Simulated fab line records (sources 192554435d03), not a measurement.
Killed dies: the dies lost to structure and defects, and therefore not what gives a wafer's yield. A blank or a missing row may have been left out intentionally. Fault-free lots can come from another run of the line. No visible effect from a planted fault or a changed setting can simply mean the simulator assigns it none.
Chamber matching    flow n5_finfet    ald_sin-04 running N5_FIN_SAQP_ALD_61: 4 sister chambers
The step deposits SiO2, target thk 4 nm, pulse time 1 s, purge time 2 s. 4 wafers are shown with their chamber, then 7 later ones without.

## EACH WAFER AND ITS CHAMBER
wafer   chamber  heater_power_w (W)
L086.3  3        454
L086.6  1        473
L088.1  0        412
L088.4  2        591

## WAFERS WITH NO CHAMBER GIVEN
wafer   heater_power_w (W)
L088.6  417
L089.1  593
L089.2  448
L089.3  397
L091.2  483
L091.4  450
L091.6  437

## CHAMBER TAKEN BY EACH
wafer   from the rows above           in truth
L088.6  0                             0
L089.1  2                             2
L089.2  can't be placed: 3 or 1       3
L089.3  0                             0
L091.2  can't be placed: 1 or 3       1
L091.4  can't be placed: 3 or 1       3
L091.6  can't be placed: 3 or 0 or 1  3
3 of 7 placed correctly. Not placeable from these rows: 4 (in 4, the candidates include the true chamber). Wrongly placed: 0.
How it was worked out, from the rows above alone: a wafer's distance from a chamber is the root of the sum, over the readings, of the square of ((its reading less the chamber's mean) divided by the reading's scatter). The wafer belongs to the nearest chamber; if the next one is less than 2 further off, it can't be placed. The mean given for a chamber averages the wafers shown for that chamber. The scatter: root of mean squared gap, hidden wafer to nearest shown wafer, with one shown wafer a chamber.
